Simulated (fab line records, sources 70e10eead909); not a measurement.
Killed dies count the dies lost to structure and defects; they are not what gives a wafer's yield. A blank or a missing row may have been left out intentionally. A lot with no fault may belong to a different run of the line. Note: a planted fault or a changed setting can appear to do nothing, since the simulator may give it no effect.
fab line records -- flow nand_harc
record: lots: 13, wafers: 39, last_day: 25
route steps=1159 shown P_BONDPAD@376 A_START@389 A_ZERO_WELL@411 A_ONON_D1@426 END@1159
lots untouched by any fault: they come from a run of this same line in which no faults occurred
start_h: start of the lot's first displayed wafer, in hours after the record's first day -- wait_h: how many hours have passed since the lot's step before this one -- " identical to the entry in the row above -- L1.1+2: one row covering several wafers at once -- - no value present, or no start provided -- * or withheld: withheld -- < > ~ a bound
route shown NAME@n: a module of which the file shows steps, and the number in the route of the first -- usual: mean and standard deviation over wafers with no fault -- same: alike in all rows -- chamber/n: place in a boat -- sites: readings site by site -- _std_site: their standard deviation -- _edge_site: outer sites' mean less inner sites' -- radius_mm: for every site, how far away it sits from the centre of the wafer -- mask NAME#n: copy n -- behind: the tool/chamber that last shaped the wafer -- hold: the reason the lot was held/the length of the hold in hours/how it ended -- device: whichever transistor did not switch (one of n, p or np) -- end of line: tests run on the same wafers once the route is complete -- a step without rows: its recipe alone -- killed: at the first sort, the dies lost to defects and structure; wafer yield is something else -- map: a wafer's dies, x killed, . not, _ none there
set.NAME: setting as actually run; set.NAME@STEP: the setting as run at that earlier step -- model.NAME: the simulator's own value behind a step, which no gauge read
the route's steps for a sample of lots (tables are steps, rows are wafers)
services: when a tool's chamber went out of use (start_h, in hours from the record's first day, below 0 if earlier), for how many hours, and the reason
== steps ==
step: NHARC_P_BONDPAD_PVD_17
recipe: target_thk_a: 50, bias_v: 168.6, power_w: 15000, chamber_pressure_pa: 0.12, time_s: 8.06, substrate_temp_c: 50, material: TaN
usual: substrate_temp_c: 50.00/0.13, throttle_valve_pct: 30.3/1
lot.wafer,tool,chamber,start_h,wait_h,substrate_temp_c,throttle_valve_pct
L557.1,pvd_sputter-03,-,-,-,50.06,31.4
L557.2,pvd_sputter-03,-,-,-,49.88,29.1
L557.3,pvd_sputter-03,-,-,-,49.96,29.2
L556.3,pvd_sputter-03,-,-,-,49.98,31.5
L556.2,pvd_sputter-03,-,-,-,49.84,29.3
L556.1,pvd_sputter-03,-,-,-,50.13,31.8
L559.3,pvd_sputter-03,-,-,-,50.07,29.6
L559.1,pvd_sputter-03,-,-,-,50.18,31.1
L559.6,pvd_sputter-03,-,-,-,49.96,29.5
L560.1,pvd_sputter-02,-,-,-,50.05,28.1
L560.3,pvd_sputter-02,-,-,-,49.92,30.3
L560.6,pvd_sputter-02,-,-,-,49.90,29.9
L561.2,pvd_sputter-01,-,-,-,49.88,30.9
L561.1,pvd_sputter-01,-,-,-,49.91,30.8
L561.6,pvd_sputter-01,-,-,-,50.11,29.9
L562.4,pvd_sputter-02,-,-,-,49.94,30.2
L562.3,pvd_sputter-02,-,-,-,49.84,29.7
L562.1,pvd_sputter-02,-,-,-,49.71,30.3
L565.3,pvd_sputter-03,-,-,-,50.09,31.1
L565.4,pvd_sputter-03,-,-,-,50.02,29.2
L565.1,pvd_sputter-03,-,-,-,49.91,29.6
L571.3,pvd_sputter-03,-,-,-,49.85,29.2
L571.5,pvd_sputter-03,-,-,-,49.96,31.3
L571.6,pvd_sputter-03,-,-,-,49.90,29.0
L569.4,pvd_sputter-01,-,-,-,50.12,29.0
L569.6,pvd_sputter-01,-,-,-,50.11,30.3
L569.5,pvd_sputter-01,-,-,-,50.00,29.1
L574.2,pvd_sputter-01,-,-,-,49.85,30.7
L574.5,pvd_sputter-01,-,-,-,49.88,29.0
L574.6,pvd_sputter-01,-,-,-,49.79,30.9
L576.3,pvd_sputter-01,-,-,-,50.12,29.3
L576.2,pvd_sputter-01,-,-,-,50.12,30.5
L576.5,pvd_sputter-01,-,-,-,49.93,30.8
L578.4,pvd_sputter-02,-,-,-,50.08,30.6
L578.6,pvd_sputter-02,-,-,-,50.05,30.7
L578.5,pvd_sputter-02,-,-,-,49.87,29.7
L579.2,pvd_sputter-01,-,-,-,49.91,29.2
L579.1,pvd_sputter-01,-,-,-,49.81,30.6
L579.5,pvd_sputter-01,-,-,-,50.00,30.8
step: NHARC_A_START_INSPECT_01
usual: raw_defect_count: 4.0/1.9
lot.wafer,tool,chamber,start_h,wait_h,raw_defect_count
L557.1,defect_inspect-02,-,140.93,-,3
L557.2,defect_inspect-02,-,140.93,-,4
L557.3,defect_inspect-02,-,140.93,-,5
L556.1,defect_inspect-02,-,141.57,-,2
L556.2,defect_inspect-02,-,141.57,-,5
L556.3,defect_inspect-02,-,141.57,-,2
L559.1,defect_inspect-01,-,144.63,-,3
L559.3,defect_inspect-01,-,144.63,-,4
L559.6,defect_inspect-01,-,144.63,-,6
L560.1,defect_inspect-01,-,154.96,-,3
L560.3,defect_inspect-01,-,154.96,-,6
L560.6,defect_inspect-01,-,154.96,-,10
L561.1,defect_inspect-01,-,156.03,-,4
L561.2,defect_inspect-01,-,156.03,-,3
L561.6,defect_inspect-01,-,156.03,-,2
L562.1,defect_inspect-01,-,178.70,-,4
L562.3,defect_inspect-01,-,178.70,-,4
L562.4,defect_inspect-01,-,178.70,-,2
L565.1,defect_inspect-01,-,187.87,-,2
L565.3,defect_inspect-01,-,187.87,-,6
L565.4,defect_inspect-01,-,187.87,-,6
L571.3,defect_inspect-02,-,209.85,-,3
L571.5,defect_inspect-02,-,209.85,-,6
L571.6,defect_inspect-02,-,209.85,-,2
L569.4,defect_inspect-02,-,213.29,-,6
L569.5,defect_inspect-02,-,213.29,-,2
L569.6,defect_inspect-02,-,213.29,-,2
L574.2,defect_inspect-01,-,240.67,-,3
L574.5,defect_inspect-01,-,240.67,-,6
L574.6,defect_inspect-01,-,240.67,-,4
L576.2,defect_inspect-02,-,246.89,-,5
L576.3,defect_inspect-02,-,246.89,-,5
L576.5,defect_inspect-02,-,246.89,-,8
L578.4,defect_inspect-01,-,262.21,-,6
L578.5,defect_inspect-01,-,262.21,-,4
L578.6,defect_inspect-01,-,262.21,-,7
L579.1,defect_inspect-01,-,269.75,-,3
L579.2,defect_inspect-01,-,269.75,-,5
L579.5,defect_inspect-01,-,269.75,-,4
step: NHARC_A_ZERO_WELL_RTA_16
recipe: temp_c: 1000, time_s: 10
usual: lamp_power_pct: 28.84/0.18, lamp_zone_1_pct: 28.84/0.18, lamp_zone_2_pct: 28.84/0.18, lamp_zone_5_pct: 28.84/0.18, wafer_temp_C_max: 1005.6/1.4
lot.wafer,tool,chamber,start_h,wait_h,lamp_power_pct,lamp_zone_1_pct,lamp_zone_2_pct,lamp_zone_5_pct,wafer_temp_C_max
L557.1,rtp_anneal-02,0,144.37,-,28.69,28.67,28.66,28.67,1007.9
L557.2,rtp_anneal-02,0,144.37,-,28.67,28.66,28.75,28.69,1006.8
L557.3,rtp_anneal-02,0,144.37,-,28.67,28.68,28.71,28.65,1007.2
L556.1,rtp_anneal-01,0,144.56,-,29.02,29.05,29.13,29.05,1004.4
L556.2,rtp_anneal-01,0,144.56,-,29.06,29.01,29.08,29.10,1003.7
L556.3,rtp_anneal-01,0,144.56,-,29.03,29.05,29.08,29.02,1004.5
L559.1,rtp_anneal-01,0,146.62,-,29.06,29.04,29.07,29.06,1005.0
L559.3,rtp_anneal-01,0,146.62,-,29.06,29.00,29.00,29.00,1004.5
L559.6,rtp_anneal-01,0,146.62,-,29.06,29.05,29.06,29.06,1003.9
L560.1,rtp_anneal-02,0,157.32,-,28.72,28.72,28.73,28.71,1006.2
L560.3,rtp_anneal-02,0,157.32,-,28.72,28.75,28.68,28.68,1007.2
L560.6,rtp_anneal-02,0,157.32,-,28.71,28.73,28.66,28.63,1004.8
L561.1,rtp_anneal-01,0,158.14,-,29.03,29.02,29.07,29.08,1005.4
L561.2,rtp_anneal-01,0,158.14,-,29.04,29.08,29.06,29.06,1004.8
L561.6,rtp_anneal-01,0,158.14,-,29.10,29.06,29.05,29.05,1004.0
L562.1,rtp_anneal-02,0,180.82,-,28.67,28.75,28.70,28.68,1004.9
L562.3,rtp_anneal-02,0,180.82,-,28.70,28.71,28.71,28.69,1006.7
L562.4,rtp_anneal-02,0,180.82,-,28.72,28.66,28.66,28.67,1007.7
L565.1,rtp_anneal-02,0,190.04,-,28.65,28.61,28.62,28.59,1008.2
L565.3,rtp_anneal-02,0,190.04,-,28.68,28.63,28.61,28.64,1006.4
L565.4,rtp_anneal-02,0,190.04,-,28.69,28.62,28.67,28.63,1008.0
L571.3,rtp_anneal-01,0,212.01,-,29.06,29.11,29.05,29.03,1004.1
L571.5,rtp_anneal-01,0,212.01,-,29.02,29.04,29.10,29.08,1004.8
L571.6,rtp_anneal-01,0,212.01,-,29.02,29.05,29.03,29.06,1004.7
L569.4,rtp_anneal-02,0,215.52,-,28.60,28.63,28.69,28.72,1005.3
L569.5,rtp_anneal-02,0,215.52,-,28.68,28.70,28.67,28.69,1006.8
L569.6,rtp_anneal-02,0,215.52,-,28.70,28.71,28.70,28.65,1006.0
L574.2,rtp_anneal-01,0,242.83,-,29.09,29.07,29.06,29.04,1002.9
L574.5,rtp_anneal-01,0,242.83,-,29.10,29.03,29.05,29.06,1004.6
L574.6,rtp_anneal-01,0,242.83,-,29.02,29.01,29.04,29.07,1004.1
L576.2,rtp_anneal-02,0,249.04,-,28.75,28.73,28.68,28.71,1006.3
L576.3,rtp_anneal-02,0,249.04,-,28.73,28.72,28.70,28.73,1007.7
L576.5,rtp_anneal-02,0,249.04,-,28.68,28.75,28.67,28.68,1004.9
L578.4,rtp_anneal-02,0,264.29,-,28.71,28.71,28.71,28.66,1005.1
L578.5,rtp_anneal-02,0,264.29,-,28.67,28.70,28.65,28.73,1005.6
L578.6,rtp_anneal-02,0,264.29,-,28.69,28.67,28.74,28.71,1007.0
L579.1,rtp_anneal-01,0,271.89,-,29.04,29.06,29.06,29.04,1005.6
L579.2,rtp_anneal-01,0,271.89,-,29.06,29.07,29.01,29.04,1006.0
L579.5,rtp_anneal-01,0,271.89,-,29.04,29.04,29.08,29.03,1003.3
step: NHARC_A_ONON_D1_DEP_03
recipe: target_thk_a: 10000, n2_flow_sccm: 2750, n2o_flow_sccm: 2000, nh3_flow_sccm: 500, sih4_flow_sccm: 210, temp_c: 400
lot.wafer,tool,chamber,start_h,wait_h
L556.1+2+3,pecvd_onon-03,0,167.11,0.1
L557.1+2+3,pecvd_onon-04,0,167.13,0.1
L559.1+3+6,pecvd_onon-01,0,167.17,0.1
L561.1+2+6,pecvd_onon-04,0,179.07,0.1
L560.1+3+6,pecvd_onon-01,0,179.20,0.2
L562.1+3+4,pecvd_onon-04,0,201.53,0.2
L565.1+3+4,pecvd_onon-03,0,211.57,0.1
L571.3+5+6,pecvd_onon-04,0,234.84,0.2
L569.4+5+6,pecvd_onon-04,0,235.27,0.2
L574.2+5+6,pecvd_onon-03,0,266.79,0.1
L576.2+3+5,pecvd_onon-01,0,266.84,0.1
L578.4+5+6,pecvd_onon-03,0,283.82,0.2
L579.1+2+5,pecvd_onon-01,0,294.70,0.1
step: NHARC_A_ONON_D1_THK_MEAS_05
recipe: thk_meas_gauge: ellipsometry
usual: thk_nm: 1001/8.4
lot.wafer,tool,chamber,start_h,wait_h,thk_nm
L556.1,film_metro-02,-,167.62,-,1006
L556.2,film_metro-02,-,167.62,-,1007
L556.3,film_metro-02,-,167.62,-,1007
L557.1,film_metro-01,-,167.64,-,1000
L557.2,film_metro-01,-,167.64,-,995
L557.3,film_metro-01,-,167.64,-,996
L559.1,film_metro-02,-,167.68,-,994
L559.3,film_metro-02,-,167.68,-,992
L559.6,film_metro-02,-,167.68,-,992
L561.1,film_metro-01,-,179.58,-,1002
L561.2,film_metro-01,-,179.58,-,1001
L561.6,film_metro-01,-,179.58,-,1002
L560.1,film_metro-02,-,179.71,-,984
L560.3,film_metro-02,-,179.71,-,982
L560.6,film_metro-02,-,179.71,-,983
L562.1,film_metro-01,-,202.04,-,1005
L562.3,film_metro-01,-,202.04,-,1006
L562.4,film_metro-01,-,202.04,-,1005
L565.1,film_metro-01,-,212.09,-,1016
L565.3,film_metro-01,-,212.09,-,1017
L565.4,film_metro-01,-,212.09,-,1016
L571.3,film_metro-01,-,235.23,-,1566
L571.5,film_metro-01,-,235.23,-,1566
L571.6,film_metro-01,-,235.23,-,1565
L569.4,film_metro-01,-,235.60,-,1567
L569.5,film_metro-01,-,235.60,-,1566
L569.6,film_metro-01,-,235.60,-,1565
L574.2,film_metro-02,-,267.24,-,1000
L574.5,film_metro-02,-,267.24,-,1000
L574.6,film_metro-02,-,267.24,-,999
L576.2,film_metro-02,-,267.29,-,1010
L576.3,film_metro-02,-,267.29,-,1009
L576.5,film_metro-02,-,267.29,-,1009
L578.4,film_metro-01,-,284.16,-,1003
L578.5,film_metro-01,-,284.16,-,1001
L578.6,film_metro-01,-,284.16,-,998
L579.1,film_metro-01,-,295.22,-,1001
L579.2,film_metro-01,-,295.22,-,1001
L579.5,film_metro-01,-,295.22,-,1000
step: NHARC_END_SORT_01
recipe: temp_c: 25
usual: killed_at_array: 25/9.2, killed_at_other: 0.9/1.3, killed_at_periphery: 3.3/2.3, killed_dies: 29/9.6, killed_open: 3.2/1.8, killed_short: 2/1.4
same: gross_dies: 677
lot.wafer,tool,chamber,start_h,wait_h,killed_at_array,killed_at_other,killed_at_periphery,killed_dies,killed_open,killed_short
L569.4,prober-01,0,514.67,3.4,674,0,3,677,6,2
L569.5,prober-01,0,515.48,3.7,676,0,1,677,3,3
L569.6,prober-01,0,516.29,4.1,676,0,1,677,3,0
L571.3,prober-01,0,531.11,3.1,669,4,4,677,9,1
L571.5,prober-01,0,532.71,3.7,672,1,4,677,2,2
L571.6,prober-01,0,533.52,4.0,669,4,4,677,4,2
killed by level:class
L569.4 A_ONON_D1:area_dep=654 A_CONTACT:chamber_film_flake=9 A_STAIRCASE:chamber_film_flake=3 P_CONTACT:geometric_particle:open=2 A_CONTACT:geometric_particle:open=2 P_M0:geometric_particle:open=1 A_SGD_CUT:geometric_particle:short=1 A_BLC:geometric_particle:short=1
L569.5 A_ONON_D1:area_dep=655 A_STAIRCASE:chamber_film_flake=5 A_CHANNEL_HOLE_D1:chamber_film_flake=4 A_CONTACT:geometric_particle:open=3 A_CONTACT:chamber_film_flake=3 A_SGD_CUT:chamber_film_flake=2 A_WL_FILL:chamber_film_flake=2 P_M0:geometric_particle:short=1
L569.6 A_ONON_D1:area_dep=656 A_CONTACT:chamber_film_flake=7 A_SGD_CUT:chamber_film_flake=4 A_CHANNEL_HOLE_D1:chamber_film_flake=3 A_STAIRCASE:chamber_film_flake=3 P_CONTACT:geometric_particle:open=1 A_ONON_D1:geometric_particle:open=1 A_CHANNEL_FILL_D1:geometric_particle:open=1
L571.3 A_ONON_D1:area_dep=657 THIN_TSV:chamber_film_flake=3 A_CONTACT:geometric_particle:open=2 A_CHANNEL_HOLE_D1:chamber_film_flake=2 A_CONTACT:chamber_film_flake=2 P_CONTACT:geometric_particle:open=1 P_M0:geometric_particle:open=1 A_SOURCE_PLATE:geometric_particle:open=1
L571.5 A_ONON_D1:area_dep=662 A_CHANNEL_HOLE_D1:chamber_film_flake=6 P_M1:geometric_particle:open=1 P_M2:geometric_particle:open=1 P_M2:geometric_particle:short=1 A_WL_FILL:geometric_particle:short=1 P_STI:chamber_film_flake=1 A_STAIRCASE:chamber_film_flake=1
L571.6 A_ONON_D1:area_dep=656 THIN_TSV:chamber_film_flake=4 A_WL_FILL:geometric_particle:open=2 A_CHANNEL_HOLE_D1:chamber_film_flake=2 A_CHANNEL_FILL_D1:chamber_film_flake=2 A_STAIRCASE:chamber_film_flake=2 P_GATE:geometric_particle:short=1 P_GATE:geometric_particle:open=1
== services ==
tool,chamber,start_h,hours,kind
pvd_sputter-01,-,115.81,1.2,repair
pvd_sputter-03,-,152.33,5.0,repair
pecvd_onon-03,-,153.38,13.0,pm
pvd_sputter-01,-,158.00,10.0,pm
pecvd_onon-01,-,195.00,13.0,pm
pvd_sputter-02,-,214.02,10.0,pm
pvd_sputter-01,-,217.17,1.9,repair
pvd_sputter-01,-,227.25,0.9,repair
pecvd_onon-04,-,237.00,13.0,pm
pvd_sputter-03,-,266.11,1.7,repair
pvd_sputter-03,-,280.00,10.0,pm
pvd_sputter-03,-,292.23,4.8,repair
== key ==
first_sign: step: NHARC_A_ONON_D1_THK_MEAS_05, reading: thk_nm, direction: up, sigmas: 67, usual: 1001, struck: 1566
effect: step: NHARC_END_SORT_01, reading: killed_at_array, direction: up, sigmas: 70, usual: 25, struck: 673
more_kills_born_at: NHARC_A_ONON_D1_DEP_03@pecvd_onon-04: 3940
met_at NHARC_A_ONON_D1_DEP_03
struck_lots L569,L571
struck_wafers L569.4,L569.5,L569.6,L571.3,L571.5,L571.6
later_rows_left_out L569.4,L569.5,L569.6,L571.3,L571.5,L571.6
tester_left_out L569,L571
not_acting_at NHARC_P_BONDPAD_PVD_17,NHARC_A_START_INSPECT_01,NHARC_A_ZERO_WELL_RTA_16
onset_between 201.53 234.84
fault: kind: process_parameter_drift, tool: pecvd_onon-04, chamber: 0, onset_h: 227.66, steps: NHARC_A_ONON_D1_DEP_03, channel: target_thk_a, offset: *, shape: step, end_h: 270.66, acts_in: *, stated: *
tester_left_out: of these lots the tester's yield and bins aren't shown, on N5 and GAA mostly nor the transistor test; their killed dies are dies lost to structure and defects alone, not to doping, threshold or leakage, so they don't give the yield
later_rows_left_out: the simulator's readings of these wafers behind a module that went badly wrong aren't trusted and aren't shown, but for the sort
